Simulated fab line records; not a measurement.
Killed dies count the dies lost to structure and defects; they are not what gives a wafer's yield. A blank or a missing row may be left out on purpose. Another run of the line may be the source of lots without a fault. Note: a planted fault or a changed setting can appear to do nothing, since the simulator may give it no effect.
Chamber matching | flow nand_harc | pecvd-02 running NHARC_A_M1_PRE_CLEAN_32: 3 sister chambers
The step time 12 s. 3 wafers are shown with their chamber, then 9 later ones without.

## WAFERS PAIRED WITH THEIR CHAMBERS
wafer  | chamber | heater_power_w (W)
L085.1 | 1       | 726
L085.2 | 2       | 662
L085.3 | 0       | 560

## WAFERS MISSING THEIR CHAMBER
wafer  | heater_power_w (W)
L088.1 | 572
L088.2 | 557
L088.3 | 725
L089.1 | 541
L089.3 | 597
L089.5 | 565
L095.1 | 594
L095.2 | 669
L095.3 | 570

## THE CHAMBER EACH PASSED THROUGH
wafer  | from the rows above     | in truth
L088.1 | 0                       | 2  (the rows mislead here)
L088.2 | 0                       | 0
L088.3 | 1                       | 1
L089.1 | 0                       | 0
L089.3 | can't be placed: 0 or 2 | 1
L089.5 | 0                       | 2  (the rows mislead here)
L095.1 | can't be placed: 0 or 2 | 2
L095.2 | 2                       | 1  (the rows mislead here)
L095.3 | 0                       | 0
4 of 9 placed correctly. Cannot be placed on the basis of these rows: 2; the candidates contain the true chamber in 1. Wrongly placed: 3.
How it was worked out, from the rows above alone: a wafer's distance from a chamber is the root of the sum, over the readings, of the square of ((its reading less the chamber's mean) divided by the reading's scatter). The wafer belongs to the nearest chamber; if the next one is less than 2 further off, it can't be placed. The mean given for a chamber averages the wafers shown for that chamber. The scatter: root of mean squared gap, hidden wafer to nearest shown wafer, with one shown wafer a chamber.
